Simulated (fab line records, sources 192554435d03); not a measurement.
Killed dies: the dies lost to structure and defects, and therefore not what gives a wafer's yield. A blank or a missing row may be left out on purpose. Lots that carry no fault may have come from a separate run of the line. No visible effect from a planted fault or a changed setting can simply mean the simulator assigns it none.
Chamber matching ; flow n5 finfet ; rie diel-03 running N5_BEOL_M5_ETCH_68: 4 sister chambers
The step etches SOC in N2/H2, target depth 80 nm, overetch 16 nm, time 120 s. 4 wafers are shown with their chamber, then 7 later ones without.

EACH WAFER AND ITS CHAMBER
wafer;chamber;showerhead plenum p Torr (Torr)
L450.2;2;2.60
L453.1;1;2.53
L453.6;3;2.47
L463.5;0;2.43

WAFERS WITHOUT THEIR CHAMBER
wafer;showerhead plenum p Torr (Torr)
L463.6;2.47
L464.3;2.47
L464.5;2.52
L464.6;2.43
L466.3;2.52
L466.5;2.59
L466.6;2.52

EACH ONE'S CHAMBER
wafer;from the rows above;in truth
L463.6;3;3
L464.3;3;3
L464.5;1;1
L464.6;0;0
L466.3;1;1
L466.5;2;2
L466.6;1;1
Correctly placed: 7 of 7. Left unplaced by these rows: 0. Placed wrongly: 0.
How it was worked out, from the rows above alone: a wafer's distance from a chamber is the root of the sum, over the readings, of the square of ((its reading less the chamber's mean) divided by the reading's scatter). If the next closest chamber is less than 2 further off than the closest, the wafer can't be placed; otherwise it belongs to the closest. For every chamber, the mean is computed from those of its wafers that are shown. The scatter: with one shown wafer a chamber, the root of the mean of the squares of how far each hidden wafer lies from its nearest shown one.
